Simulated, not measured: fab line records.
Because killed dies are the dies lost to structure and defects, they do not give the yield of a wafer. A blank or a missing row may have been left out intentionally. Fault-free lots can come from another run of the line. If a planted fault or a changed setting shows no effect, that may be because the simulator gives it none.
Chamber matching :: flow n5Finfet :: 3 sister chambers for N5_BEOL_M7_CURE_74 on uvCure-01
The step cures SiCOH lowk, time 240 s. 18 wafers are shown with their chamber, then 9 later ones without.

## WAFERS PAIRED WITH THEIR CHAMBERS
wafer: L079.1
chamber: 1
wafer_temp_C_max: 386.2
lampPowerPct (%): 52.38

wafer: L079.4
chamber: 1
wafer_temp_C_max: 386.2
lampPowerPct (%): 52.34

wafer: L079.6
chamber: 1
wafer_temp_C_max: 385.9
lampPowerPct (%): 52.39

wafer: L081.1
chamber: 1
wafer_temp_C_max: 386.4
lampPowerPct (%): 52.31

wafer: L081.2
chamber: 1
wafer_temp_C_max: 386.2
lampPowerPct (%): 52.32

wafer: L081.3
chamber: 1
wafer_temp_C_max: 386.1
lampPowerPct (%): 52.38

wafer: L083.1
chamber: 2
wafer_temp_C_max: 388.0
lampPowerPct (%): 52.40

wafer: L083.3
chamber: 2
wafer_temp_C_max: 387.7
lampPowerPct (%): 52.28

wafer: L083.4
chamber: 2
wafer_temp_C_max: 388.0
lampPowerPct (%): 52.38

wafer: L083.2
chamber: 2
wafer_temp_C_max: 388.3
lampPowerPct (%): 52.29

wafer: L083.5
chamber: 2
wafer_temp_C_max: 387.0
lampPowerPct (%): 52.33

wafer: L083.6
chamber: 2
wafer_temp_C_max: 387.7
lampPowerPct (%): 52.31

wafer: L087.2
chamber: 1
wafer_temp_C_max: 386.0
lampPowerPct (%): 52.25

wafer: L087.3
chamber: 1
wafer_temp_C_max: 386.5
lampPowerPct (%): 52.37

wafer: L087.4
chamber: 1
wafer_temp_C_max: 385.7
lampPowerPct (%): 52.29

wafer: L085.1
chamber: 0
wafer_temp_C_max: 387.3
lampPowerPct (%): 52.42

wafer: L085.2
chamber: 0
wafer_temp_C_max: 387.2
lampPowerPct (%): 52.34

wafer: L085.5
chamber: 0
wafer_temp_C_max: 387.9
lampPowerPct (%): 52.23

SIGNATURES (averages over the wafers above)
reading: wafer_temp_C_max
chamber 0: 387.467
chamber 1: 386.133
chamber 2: 387.783
scatter within a chamber: 0.342

reading: lampPowerPct
chamber 0: 52.3300
chamber 1: 52.3367
chamber 2: 52.3317
scatter within a chamber: 0.0569
Rule: for each reading, subtract the chamber's mean from the wafer's reading, divide by that reading's scatter and square the result; add these up over the readings and take the root, which gives the wafer's distance from the chamber. The wafer belongs to the nearest chamber; if the next one is less than 2 further off, it can't be placed. How the scatter is found: for the shown wafers, subtract from each reading the mean of its chamber, square and add these, divide the total by (wafers less chambers), then take the root.

## WAFERS MISSING THEIR CHAMBER
wafer: L085.3
wafer_temp_C_max: 386.7
lampPowerPct (%): 52.29

wafer: L085.4
wafer_temp_C_max: 388.0
lampPowerPct (%): 52.36

wafer: L085.6
wafer_temp_C_max: 387.6
lampPowerPct (%): 52.29

wafer: L089.2
wafer_temp_C_max: 387.4
lampPowerPct (%): 52.32

wafer: L089.3
wafer_temp_C_max: 387.2
lampPowerPct (%): 52.39

wafer: L089.6
wafer_temp_C_max: 387.0
lampPowerPct (%): 52.37

wafer: L091.2
wafer_temp_C_max: 385.5
lampPowerPct (%): 52.30

wafer: L091.4
wafer_temp_C_max: 386.0
lampPowerPct (%): 52.32

wafer: L091.5
wafer_temp_C_max: 385.9
lampPowerPct (%): 52.32

## EACH ONE'S CHAMBER
wafer: L085.3
from the rows above: can't be placed: 1 or 0 or 2
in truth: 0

wafer: L085.4
from the rows above: can't be placed: 2 or 0
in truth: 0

wafer: L085.6
from the rows above: can't be placed: 0 or 2
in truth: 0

wafer: L089.2
from the rows above: can't be placed: 0 or 2
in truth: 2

wafer: L089.3
from the rows above: can't be placed: 0 or 2 or 1
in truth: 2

wafer: L089.6
from the rows above: can't be placed: 0 or 2 or 1
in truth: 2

wafer: L091.2
from the rows above: 1
in truth: 1

wafer: L091.4
from the rows above: 1
in truth: 1

wafer: L091.5
from the rows above: 1
in truth: 1
Correctly placed: 3 of 9. From these rows, 6 cannot be placed; in 6 the true chamber is one of the candidates. Wrongly placed: 0.
